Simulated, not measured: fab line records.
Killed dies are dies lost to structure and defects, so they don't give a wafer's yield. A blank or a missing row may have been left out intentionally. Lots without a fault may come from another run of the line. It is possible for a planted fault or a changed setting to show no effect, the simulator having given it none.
fab line records    flow nand_harc
record: lots: 12  wafers: 33  last_day: 33
route steps=1302 shown A_CONTACT@1058 END@1302
lots untouched by any fault: they come from a run of this same line in which no faults occurred
start_h: hours from the record's opening day to when the first of the lot's shown wafers began    wait_h: hours elapsed since this lot's preceding step    " unchanged from the row above    L1.1+2: several wafers, shown together as one row    - value missing, or start not given    * or withheld: withheld    < > ~ a bound
route shown NAME@n: a module of which the file shows steps, and the number in the route of the first    usual: the fault-free wafers' mean and standard deviation    same: alike in all rows    chamber/n: place in a boat    sites: the reading at each site    _std_site: how widely they spread, as a standard deviation    _edge_site: the outer-site mean with the inner-site mean subtracted    radius_mm: how far each site lies from the wafer's centre    mask NAME#n: copy n    behind: the last tool/chamber to shape the wafer    hold: what put the lot on hold/how long, in hours/how the hold closed    device: the n, p or np transistor that did not switch    end of line: the tests these same wafers got at the end of their route    where a step has no rows: the recipe by itself    killed: dies that structure and defects cost at the first sort, which is not the same as the wafer's yield    map: the dies of a wafer, with x for killed, . for not killed, _ for no die there
set.NAME: the setting the step ran with; set.NAME@STEP: the setting that earlier step ran with    model.NAME: the simulator's own value behind a step, which no gauge read
the route's steps for a sample of lots (tables are steps, rows are wafers)
services: the hour from which a tool's chamber was out of use, counted from the record's first day as start_h (under 0 if before that day), plus the number of hours and why
== steps ==
step: NHARC_A_CONTACT_ETCH_97
recipe: target_depth_a: 200  over_etch_frac: 0.5  time_s: 10  ion_energy_ev: 250  c4f6_flow_sccm: 25  o2_flow_sccm: 20  ar_flow_sccm: 500  rf_w: 600  bias_w: 500  chemistry: C4F6/O2
usual: c4f6_flow_sccm: 24.99/0.082  drypump_motor_current_A: 5.8/0.53  mfc_ar_sccm: 499.9/1.5  oes_product_au: 0.957/0.023  rf_vpp_V: 546/3.8  run_length_s: 30.90/0.3  showerhead_plenum_p_Torr: 3.87/0.18  throttle_valve_pct: 26.903/0.008
lot.wafer  tool         chamber  start_h  wait_h  c4f6_flow_sccm  drypump_motor_current_A  mfc_ar_sccm  oes_product_au  rf_hours_counter_h  rf_vpp_V  run_length_s  showerhead_plenum_p_Torr  throttle_valve_pct
L886.3     rie_diel-13  3        -        -       25.01           5.2                      501.0        0.964           24                  543       30.85         3.74                      26.893
L886.2     "            1        "        "       25.13           5.2                      496.8        0.927           26                  542       30.55         3.69                      26.909
L886.5     "            3        "        "       25.04           5.2                      498.5        0.967           -                   543       31.07         3.74                      26.905
L887.2     rie_diel-13  1        -        -       24.93           5.1                      498.5        0.924           26                  542       30.93         3.69                      26.903
L887.3     "            2        "        "       24.91           5.9                      499.9        0.949           26                  543       30.96         3.73                      26.923
L887.5     "            0        "        "       25.04           6.5                      500.8        0.928           -                   552       30.78         4.14                      26.906
L893.2     rie_diel-11  2        -        -       24.89           5.6                      496.8        0.932           43                  543       31.49         3.74                      26.903
L893.3     "            3        "        "       24.97           6.3                      501.0        0.923           44                  550       30.80         3.99                      26.902
L895.3     rie_diel-13  3        -        -       24.97           5.2                      499.3        0.955           12                  543       31.10         3.73                      26.915
L895.2     "            0        "        "       24.94           6.5                      498.0        0.956           12                  552       30.64         4.14                      26.896
L898.2     rie_diel-11  1        -        -       25.06           6.4                      499.4        1.006           0                   548       30.46         3.96                      26.905
L898.5     "            0        "        "       25.01           5.3                      501.1        1.018           -                   552       31.18         4.11                      26.912
L900.2     rie_diel-11  3        639.61   0.1     25.07           6.3                      499.5        0.960           5                   548       30.69         3.98                      26.904
L900.3     "            0        "        "       24.93           5.3                      498.5        0.958           6                   550       31.31         4.11                      26.895
L900.6     "            3        "        "       24.99           6.3                      499.7        0.953           -                   547       30.79         3.98                      26.899
L905.1     rie_diel-13  2        -        -       24.93           5.9                      498.7        0.950           28                  542       30.55         3.71                      26.906
L905.6     "            1        "        "       24.91           5.2                      501.5        0.970           -                   542       31.02         3.67                      26.903
L905.5     "            2        "        "       25.00           5.9                      500.0        0.949           -                   543       31.28         3.71                      26.915
L904.4     rie_diel-13  2        -        -       25.09           6.0                      501.4        1.004           28                  542       30.65         3.71                      26.889
L904.3     "            0        "        "       25.05           6.5                      502.8        0.940           25                  551       30.77         4.13                      26.912
L904.5     "            2        "        "       25.11           5.9                      499.4        0.992           -                   544       30.55         3.71                      26.910
L906.3     rie_diel-10  0        -        -       25.06           6.3                      502.4        0.968           29                  545       30.62         3.83                      26.908
L906.1     "            1        "        "       24.98           6.2                      498.4        0.974           29                  543       30.95         3.77                      26.906
L906.6     "            0        "        "       24.98           6.3                      501.9        0.967           -                   545       30.57         3.83                      26.897
L907.4     rie_diel-13  3        -        -       24.89           5.2                      501.7        0.953           1                   543       31.22         3.72                      26.898
L907.1     "            0        "        "       25.06           6.5                      498.7        0.956           1                   550       30.84         4.13                      26.931
L907.5     "            2        "        "       25.14           5.9                      498.5        0.934           -                   542       30.44         3.71                      26.916
L909.1     rie_diel-11  2        -        -       25.28           5.5                      498.7        0.951           41                  543       30.68         3.71                      26.916
L909.3     "            3        "        "       25.00           6.3                      498.9        0.958           39                  549       30.80         3.96                      26.916
L909.5     "            2        "        "       25.06           5.6                      499.1        0.955           -                   543       30.63         3.71                      26.890
L908.2     rie_diel-11  0        -        -       25.02           5.3                      499.1        0.983           38                  549       31.05         4.09                      26.908
L908.4     "            1        "        "       25.03           6.4                      499.1        0.983           38                  547       30.80         3.94                      26.903
L908.5     "            3        "        "       25.05           6.3                      498.2        0.971           -                   548       30.96         3.96                      26.916
step: NHARC_A_CONTACT_CD_MEAS_80
usual: cd_nm: 289.4/0.85
lot.wafer  tool       chamber  start_h  wait_h  cd_nm
L886.2     cd_sem-01  -        506.37   -       288.0
L886.3     "          -        "        "       288.8
L886.5     "          -        "        "       288.5
L887.2     cd_sem-01  -        509.38   -       290.5
L887.3     "          -        "        "       289.7
L887.5     "          -        "        "       290.3
L893.2     cd_sem-03  -        591.13   -       290.2
L893.3     "          -        "        "       290.3
L895.2     cd_sem-01  -        593.81   -       288.3
L895.3     "          -        "        "       288.6
L898.2     cd_sem-03  -        624.30   -       290.0
L898.5     "          -        "        "       289.8
L900.2     cd_sem-02  -        639.69   -       290.3
L900.3     "          -        "        "       290.8
L900.6     "          -        "        "       290.1
L905.1     cd_sem-03  -        683.87   -       290.0
L905.5     "          -        "        "       289.7
L905.6     "          -        "        "       290.5
L904.3     cd_sem-02  -        686.34   -       287.8
L904.4     "          -        "        "       287.3
L904.5     "          -        "        "       287.8
L906.1     cd_sem-03  -        697.73   -       289.8
L906.3     "          -        "        "       289.7
L906.6     "          -        "        "       289.7
L907.1     cd_sem-02  -        712.97   -       290.6
L907.4     "          -        "        "       289.8
L907.5     "          -        "        "       289.5
L909.1     cd_sem-01  -        719.80   -       289.6
L909.3     "          -        "        "       288.7
L909.5     "          -        "        "       289.5
L908.2     cd_sem-02  -        721.12   -       290.6
L908.4     "          -        "        "       290.0
L908.5     "          -        "        "       290.4
step: NHARC_A_CONTACT_OVL_MEAS_09
usual: overlay_x_nm: 0.1/0.85  overlay_y_nm: -0.1/0.69
lot.wafer  tool        chamber  start_h  wait_h  overlay_x_nm  overlay_y_nm
L886.2     overlay-01  -        509.84   -       1.1           -1.0
L886.3     "           -        "        "       0.9           -1.0
L886.5     "           -        "        "       1.0           -0.6
L887.2     overlay-01  -        512.77   -       1.1           -0.1
L887.3     "           -        "        "       1.1           -0.2
L887.5     "           -        "        "       1.4           -0.5
L893.2     overlay-01  -        594.93   -       -0.5          0.7
L893.3     "           -        "        "       -1.0          0.2
L895.2     overlay-02  -        600.41   -       0.7           -0.5
L895.3     "           -        "        "       0.6           0.0
L898.2     overlay-01  -        628.21   -       1.1           -0.2
L898.5     "           -        "        "       1.0           -0.1
L900.2     overlay-02  -        643.46   -       -0.4          -0.1
L900.3     "           -        "        "       -0.1          0.5
L900.6     "           -        "        "       0.3           1.0
L905.1     overlay-02  -        687.22   -       -0.9          0.0
L905.5     "           -        "        "       -0.8          1.0
L905.6     "           -        "        "       -1.0          0.7
L904.3     overlay-01  -        690.75   -       -0.1          0.3
L904.4     "           -        "        "       0.7           -0.4
L904.5     "           -        "        "       0.0           0.3
L906.1     overlay-01  -        701.41   -       -0.2          -0.6
L906.3     "           -        "        "       -0.1          0.0
L906.6     "           -        "        "       0.1           -0.2
L907.1     overlay-02  -        717.84   -       1.0           -0.3
L907.4     "           -        "        "       0.8           -0.2
L907.5     "           -        "        "       0.8           -0.5
L909.1     overlay-02  -        723.81   -       0.0           -0.5
L909.3     "           -        "        "       0.0           -0.6
L909.5     "           -        "        "       0.0           -0.3
L908.2     overlay-02  -        729.48   -       -0.5          -1.7
L908.4     "           -        "        "       0.0           -0.6
L908.5     "           -        "        "       0.4           -0.7
step: NHARC_A_CONTACT_ETCH_31
recipe: target_depth_a: 28000  over_etch_frac: 0.3  time_s: 728  ion_energy_ev: 150  o2_flow_sccm: 400  cos_flow_sccm: 20  ar_flow_sccm: 0  rf_w: 500  bias_w: 300  chemistry: O2/COS
usual: cos_flow_sccm: 20.00/0.061  drypump_motor_current_A: 5.8/0.52  mfc_ar_sccm: 0.011/0.014  oes_product_au: 1.004/0.011  rf_vpp_V: 313.5/2.3  run_length_s: 749.1/0.35  showerhead_plenum_p_Torr: 3.08/0.15  throttle_valve_pct: 28.330/0.0098
lot.wafer  tool         chamber  start_h  wait_h  cos_flow_sccm  drypump_motor_current_A  mfc_ar_sccm  oes_product_au  rf_hours_counter_h  rf_vpp_V  run_length_s  showerhead_plenum_p_Torr  throttle_valve_pct
L886.3     rie_diel-13  2        510.61   -       20.09          5.9                      0.018        0.999           26                  311.8     748.7         2.96                      28.337
L886.2     "            3        "        "       19.98          5.2                      0            1.017           25                  312.0     749.5         2.97                      28.331
L886.5     "            1        "        "       20.08          5.1                      0            0.990           -                   310.9     749.0         2.92                      28.330
L887.3     rie_diel-13  0        513.53   -       20.01          6.5                      0.038        0.995           28                  315.9     749.0         3.30                      28.338
L887.2     "            3        "        "       20.08          5.2                      0            1.007           26                  313.1     749.2         2.97                      28.336
L887.5     "            0        "        "       20.05          6.5                      0.038        0.988           -                   315.6     748.9         3.30                      28.330
L893.3     rie_diel-13  2        595.63   -       20.00          5.9                      0.018        1.010           13                  311.7     748.6         2.95                      28.323
L893.2     "            1        "        "       19.97          5.2                      0            0.995           13                  312.0     544.9         2.92                      28.314
L895.2     rie_diel-13  1        601.10   -       20.04          5.1                      0            0.993           14                  309.2     544.9         2.92                      28.323
L895.3     "            3        "        "       19.95          5.2                      0            0.994           14                  310.1     749.1         2.96                      28.330
L898.2     rie_diel-13  1        628.90   -       19.99          5.2                      0            1.001           19                  311.3     545.2         2.92                      28.323
L898.5     "            1        "        "       20.07          5.2                      0            0.999           -                   311.0     544.8         2.92                      28.331
L900.2     rie_diel-11  0        644.34   -       19.92          5.3                      0            1.029           7                   316.4     749.5         3.28                      28.338
L900.3     "            2        "        "       19.97          5.5                      0            1.013           7                   311.9     748.8         2.96                      28.323
L900.6     "            0        "        "       19.95          5.3                      0            1.025           -                   315.8     749.6         3.28                      28.335
L905.1     rie_diel-11  1        688.07   -       20.03          6.4                      0            1.026           22                  314.1     748.9         3.14                      28.320
L905.5     "            2        "        "       20.05          5.6                      0            1.014           -                   312.4     748.8         2.95                      28.326
L905.6     "            3        "        "       20.14          6.3                      0.027        1.015           -                   313.8     748.8         3.16                      28.347
L904.3     rie_diel-13  1        691.49   -       19.92          5.1                      0            0.983           25                  311.5     749.1         2.91                      28.331
L904.4     "            2        "        "       20.00          5.9                      0.018        0.990           28                  312.0     748.5         2.95                      28.343
L904.5     "            0        "        "       20.02          6.5                      0.038        0.996           -                   316.4     749.0         3.29                      28.327
L906.3     rie_diel-10  2        704.53   -       20.07          5.5                      0            1.012           27                  317.5     748.8         3.33                      28.341
L906.1     "            3        "        "       19.97          6.1                      0            1.006           31                  313.5     749.8         3.12                      28.321
L906.6     "            2        "        "       20.02          5.5                      0            1.030           -                   317.2     748.6         3.33                      28.337
L907.1     rie_diel-10  2        718.54   -       20.06          5.5                      0            1.011           31                  317.3     749.4         3.33                      28.325
L907.4     "            0        "        "       20.00          6.3                      0.019        0.997           38                  312.6     749.0         3.04                      28.338
L907.5     "            3        "        "       20.02          6.2                      0            1.007           -                   314.9     750.1         3.11                      28.343
L909.3     rie_diel-13  2        724.50   -       19.99          5.9                      0.018        0.991           3                   311.0     749.2         2.94                      28.325
L909.1     "            0        "        "       20.05          6.5                      0.038        1.007           4                   316.1     749.0         3.29                      28.333
L909.5     "            2        "        "       19.95          5.9                      0.018        0.987           -                   312.0     749.0         2.94                      28.321
L908.2     rie_diel-13  3        730.65   -       20.01          5.1                      0            0.998           4                   313.2     749.2         2.95                      28.330
L908.4     "            0        "        "       20.07          6.5                      0.038        1.005           5                   316.9     749.0         3.29                      28.322
L908.5     "            0        "        "       19.99          6.6                      0.038        1.011           -                   317.7     749.4         3.29                      28.317
step: NHARC_END_SORT_01
recipe: temp_c: 25
usual: killed_at_array: 53/20  killed_at_other: 1/1.2  killed_at_periphery: 3.7/2.6  killed_dies: 58/20  killed_open: 3.5/1.8  killed_short: 2.4/1.7
same: gross_dies: 677
lot.wafer  tool       chamber  start_h  wait_h  killed_at_array  killed_at_other  killed_at_periphery  killed_dies  killed_open  killed_short
L893.2     prober-01  0        646.41   2.8     664              1                12                   677          8            5
L893.3     prober-01  0        647.20   3.1     60               1                3                    64           4            6
L895.2     prober-01  0        654.16   2.8     675              1                1                    677          6            0
L895.3     prober-01  0        654.96   3.1     37               2                2                    41           0            4
L898.2     prober-01  0        677.00   2.8     669              2                6                    677          6            4
L898.5     prober-01  0        679.38   3.7     665              4                7                    676          1            5
killed by level:class
L893.2 A_CONTACT:area_etch=606 A_SLIT:chamber_film_flake=24 A_CHANNEL_HOLE_D2:chamber_film_flake=12 P_STI:chamber_film_flake=5 A_CHANNEL_HOLE_D1:chamber_film_flake=4 A_CHANNEL_FILL_D2:chamber_film_flake=4 P_M2:chamber_film_flake=3 P_CONTACT:geometric_particle:open=2
L893.3 A_SLIT:chamber_film_flake=30 A_CHANNEL_HOLE_D2:chamber_film_flake=8 A_DECK1_JOINT:geometric_particle:short=3 A_CHANNEL_HOLE_D1:chamber_film_flake=3 A_CHANNEL_FILL_D2:chamber_film_flake=3 A_STAIRCASE:chamber_film_flake=3 A_CONTACT:chamber_film_flake=3 A_CHANNEL_FILL_D2:geometric_particle:short=2
L895.2 A_CONTACT:area_etch=620 A_SLIT:chamber_film_flake=29 A_STAIRCASE:chamber_film_flake=6 A_CHANNEL_HOLE_D2:chamber_film_flake=5 A_CHANNEL_FILL_D2:chamber_film_flake=3 A_CONTACT:chamber_film_flake=3 A_CHANNEL_HOLE_D1:chamber_film_flake=2 A_ONON_D1:geometric_particle:open=1
L895.3 A_SLIT:chamber_film_flake=10 A_CHANNEL_HOLE_D2:chamber_film_flake=7 A_CHANNEL_FILL_D2:chamber_film_flake=6 A_CHANNEL_HOLE_D1:chamber_film_flake=5 A_STAIRCASE:chamber_film_flake=3 P_M2:chamber_film_flake=2 THIN_TSV:chamber_film_flake=2 A_CONTACT:chamber_film_flake=2
L898.2 A_CONTACT:area_etch=598 A_CHANNEL_HOLE_D1:chamber_film_flake=32 A_SLIT:chamber_film_flake=20 A_CONTACT:chamber_film_flake=4 A_BLC:chamber_film_flake=3 A_CHANNEL_HOLE_D2:chamber_film_flake=2 THIN_TSV:chamber_film_flake=2 P_STI:geometric_particle:open=1
L898.5 A_CONTACT:area_etch=603 A_CHANNEL_HOLE_D1:chamber_film_flake=28 A_SLIT:chamber_film_flake=11 A_CONTACT:chamber_film_flake=7 A_BLC:chamber_film_flake=4 THIN_TSV:chamber_film_flake=4 P_BONDPAD:chamber_film_flake=3 A_STAIRCASE:chamber_film_flake=3
== services ==
tool         chamber  start_h  hours  kind
rie_diel-13  0        499.69   -      clean
rie_diel-13  1        499.69   -      clean
rie_diel-13  2        499.69   -      clean
rie_diel-13  3        499.69   -      clean
rie_diel-13  2        515.42   8.9    repair
rie_diel-13  -        519.50   9.0    pm
rie_diel-13  0        519.50   9.0    vent_cycle
rie_diel-13  1        519.50   9.0    vent_cycle
rie_diel-13  3        519.50   9.0    vent_cycle
rie_diel-13  0        528.50   -      clean
rie_diel-13  0        581.21   2.0    repair
rie_diel-10  2        582.99   5.5    repair
rie_diel-10  -        602.53   9.0    pm
rie_diel-11  -        614.31   9.0    pm
rie_diel-10  2        621.33   14.7   repair
rie_diel-11  1        633.94   10.6   repair
rie_diel-13  2        656.08   23.4   repair
rie_diel-13  0        658.12   8.8    repair
rie_diel-13  -        661.48   13.2   repair
rie_diel-13  -        681.11   1.4    repair
rie_diel-13  -        696.50   9.0    pm
rie_diel-11  0        711.30   6.6    repair
rie_diel-10  1        722.44   14.7   repair
rie_diel-11  0        722.45   6.6    repair
== key ==
first_sign: step: NHARC_A_CONTACT_ETCH_31  reading: run_length_s  direction: down  sigmas: 99+  usual: *  struck: *
effect: step: NHARC_END_SORT_01  reading: killed_at_array  direction: up  sigmas: 31  usual: 53  struck: 668
more_kills_born_at: NHARC_A_CONTACT_ETCH_31@rie_diel-13: 2427
met_at NHARC_A_CONTACT_ETCH_31
struck_lots L893,L895,L898
struck_wafers L893.2,L895.2,L898.2,L898.5
later_rows_left_out L893.2,L895.2,L898.2,L898.5
tester_left_out L893,L895,L898
not_acting_at NHARC_A_CONTACT_ETCH_97,NHARC_A_CONTACT_CD_MEAS_80,NHARC_A_CONTACT_OVL_MEAS_09
onset_between 513.53 595.63
fault: kind: process_parameter_drift  tool: rie_diel-13  chamber: -  onset_h: 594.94  steps: NHARC_A_CONTACT_ETCH_31  channel: time_s  offset: *  shape: step  end_h: 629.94  scope: struck_wafers_only  acts_in: *  stated: *
tester_left_out: of these lots the tester's yield and bins aren't shown, on N5 and GAA mostly nor the transistor test; their killed dies are dies lost to structure and defects alone, not to doping, threshold or leakage, so they don't give the yield
later_rows_left_out: the simulator's readings of these wafers behind a module that went badly wrong aren't trusted and aren't shown, but for the sort
